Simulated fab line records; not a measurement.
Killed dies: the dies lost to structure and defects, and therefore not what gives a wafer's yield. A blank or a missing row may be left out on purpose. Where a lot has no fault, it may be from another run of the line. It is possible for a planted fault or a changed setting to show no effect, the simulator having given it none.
2 desks, one fault | flow n5_finfet | every desk sees just its own numbers, and what lay behind them comes last

== FOR THE TOOL OWNER'S DESK: rie_diel-03 ==
The tool's own readings at N5_BEOL_M13_TRENCH_ETCH_34 (etches SiOC in C4F8/O2/Ar, target depth 413.47 nm, time 162.6 s): means of the sampled wafers that have a number, for each lot that ran on this tool. If a lot's mean is further than 4 standard deviations from the usual mean, the lot is out of limits and carries the mark OUT (the distance appears in the brackets).
Columns: A = drypump_motor_current_A at N5_BEOL_M13_TRENCH_ETCH_34, usual 5.5 A; B = mfc_ar_sccm at N5_BEOL_M13_TRENCH_ETCH_34, usual 399.9 sccm; C = oes_product_au at N5_BEOL_M13_TRENCH_ETCH_34, usual 0.81 a.u.; D = rf_vpp_V at N5_BEOL_M13_TRENCH_ETCH_34, usual 666 V; E = showerhead_plenum_p_Torr at N5_BEOL_M13_TRENCH_ETCH_34, usual 3.43 Torr; F = throttle_valve_pct at N5_BEOL_M13_TRENCH_ETCH_34, usual 24.22 %
lot  | first seen here | A   | B     | C    | D   | E    | F
L560 | day 12 20:37    | 5.0 | 399.6 | 0.83 | 670 | 3.60 | 23.99
L567 | day 14 22:35    | 5.3 | 401.6 | 0.76 | 670 | 3.57 | 24.06
This desk found nothing out of limits on any of the 2 lots.

== FROM THE METROLOGY DESK ==
Means of the sampled wafers that have a number, per lot and without regard to the tool the lot ran on: this is what the gauges read. If a lot's mean is further than 4 standard deviations from the usual mean, the lot is out of limits and carries the mark OUT (the distance appears in the brackets). Shown are 7 of the 28 readings it has, namely the first that went out of limits plus those furthest out on some lot.
Columns: A = trench_depth_nm at N5_BEOL_M13_OCD_MEAS_35, usual 413 nm; B = M13_THK at N5_BEOL_M13_THK_MEAS_50, usual 432 nm; C = M13_RS at N5_BEOL_M13_RS_MEAS_54, usual 0.0449 ohm/sq; D = COMB_M12 at N5_BEOL_M15_RC_MEAS_101, usual 6.6e-12 S/m; E = COMB_M6 at N5_BEOL_M15_RC_MEAS_101, usual 2.5e-11 S/m; F = SERP_M13 at N5_BEOL_M15_RC_MEAS_101, usual 0.306 ohm/um; G = SERP_M13_max_site at N5_BEOL_M15_RC_MEAS_101, usual 0.309 ohm/um
lot  | first seen here | A              | B              | C                 | D       | E       | F                | G
L560 | day 12 20:47    | 418            | 446            | 0.0442            | 9.4e-12 | 3.4e-11 | 0.300            | 0.304
L567 | day 14 22:46    | 376 (-6.2) OUT | 396 (-5.0) OUT | 0.0502 (+7.6) OUT | 5.5e-12 | 2.7e-11 | 0.341 (+4.9) OUT | 0.345 (+4.9) OUT
L573 | day 16 04:43    | 418            | 435            | 0.0444            | 7.4e-12 | 2.2e-11 | 0.298            | 0.300
This desk's finding: out of limits on L567; first on L567, day 14 22:46 (trench_depth_nm at N5_BEOL_M13_OCD_MEAS_35). In limits: L560, L573.

== PUT TOGETHER ==
An alarm was possible from the metrology desk at day 14 22:46, on L567.
The desk of the tool owner found nothing out of limits.
On record at the tool owner's desk: L567, within its limits.
On rie_diel-03, each named lot ran N5_BEOL_M13_TRENCH_ETCH_34.

== WHAT THE SIMULATOR HAD PUT IN ==
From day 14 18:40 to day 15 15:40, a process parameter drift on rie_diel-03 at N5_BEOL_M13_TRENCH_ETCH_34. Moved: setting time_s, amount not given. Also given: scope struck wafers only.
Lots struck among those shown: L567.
Per desk, hours elapsed from the start of the fault to the first reading out of limits: for the metrology desk, 4.
